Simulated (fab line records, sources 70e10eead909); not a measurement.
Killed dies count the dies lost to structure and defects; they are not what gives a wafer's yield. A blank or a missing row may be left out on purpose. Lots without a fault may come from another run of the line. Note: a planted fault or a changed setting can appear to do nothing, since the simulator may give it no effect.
A lot that was struck, set against a sound lot | flow nand-harc | 15 steps out of a route of 1159
Sound: the wafers L746.1, L746.3, L746.5. Wafers L758.2, L758.4, L758.5 were the ones struck. Last of all comes the cause.
For every step that has rows: the tool of each side, followed by ch and its chambers, followed by its first start. Under that, the readings that differ: sound wafers | struck wafers | difference of the means | sigmas: that difference in standard deviations of wafers without a fault.
alike: readings with means less than 2 such deviations apart, plus words and numbers identical on both sides. not compared: withheld readings, readings lacking a value on some wafer, bounds such as >300 that could conceal the same value, and numbers that have no deviation in the record and whose values overlap.
The two part at a step that has a row with sigmas, a row that says differs or no value, or rows on one side only. When numbers do not overlap yet have no deviation, they are printed without sigmas and do not part them. A reading missing from all wafers of one side parts the sides only when that side holds two or more wafers.

first, 2 steps without rows for these wafers: NHARC_P_GATE_PEB_09 (peb time 85 s); NHARC_P_GATE_DEVELOP_10 (time 70 s).
NHARC_P_GATE_CD_MEAS_11: target cd 1640 nm.
  sound on cd-sem-02 ch 0, day 4 18:46; struck on cd-sem-03 ch 0, day 7 10:42
  alike: cd-nm
then, 1 step without rows for these wafers: NHARC_P_GATE_HARDBAKE_12 (time 80 s).
NHARC_P_GATE_DESCUM_13: chemistry O2, time 3 s.
  sound on rie-diel-07 ch 0,3, day 4 18:56; struck on rie-diel-09 ch 0,1,2, day 7 10:55
  alike: drypump-motor-current-A, mfc-ar-sccm, oes-product-au, rf-vpp-V, showerhead-plenum-p-Torr, throttle-valve-pct
  not compared: rf-hours-counter-h
then, 6 steps without rows for these wafers: NHARC_P_GATE_ETCH_14 (etches SiO2 in dHF, target depth 48.8 nm); NHARC_P_GATE_STRIP_15 (strips in SPM, time 780 s); NHARC_P_GATE_PRECLEAN_71 (cleans in SC1); NHARC_P_GATE_SRD_72; NHARC_P_GATE_OXIDE_16 (material SiO2, target thk 3 nm, ox time 392 s); NHARC_P_GATE_CVD_17 (deposits poly-Si, target thk 150 nm, time 900 s).
NHARC_P_GATE_HM_DEP_102: deposits aC, target thk 120 nm.
  sound on acl-dep-02 ch 0, day 5 08:31; struck on acl-dep-03 ch 0, day 7 23:41
  alike: throttle-valve-pct
NHARC_P_GATE_DEP_103: deposits SiON, target thk 30 nm.
  sound on pecvd-01 ch 0,2, day 5 09:12; struck on pecvd-04 ch 0,1,2, day 8 00:37
  alike: heater-power-outer-w, heater-power-w
  not compared: since-wet-clean-h
then, 1 step without rows for these wafers: NHARC_P_GATE_DEHYDRATE_18 (time 120 s).
-- the record jumps here: 15 days lie between the struck wafers' starts before and after (it left off in module P_GATE and takes up again in module END, whose first step shown is number 1159 of the route) --
NHARC_END_SORT_01:
  only the struck wafers appear in the record here, on prober-01 ch 0 at day 22 18:46; the sound ones have no rows

WHERE THEY PART
NHARC_END_SORT_01 only, going by this record.

WHY: what had been put in by the simulator
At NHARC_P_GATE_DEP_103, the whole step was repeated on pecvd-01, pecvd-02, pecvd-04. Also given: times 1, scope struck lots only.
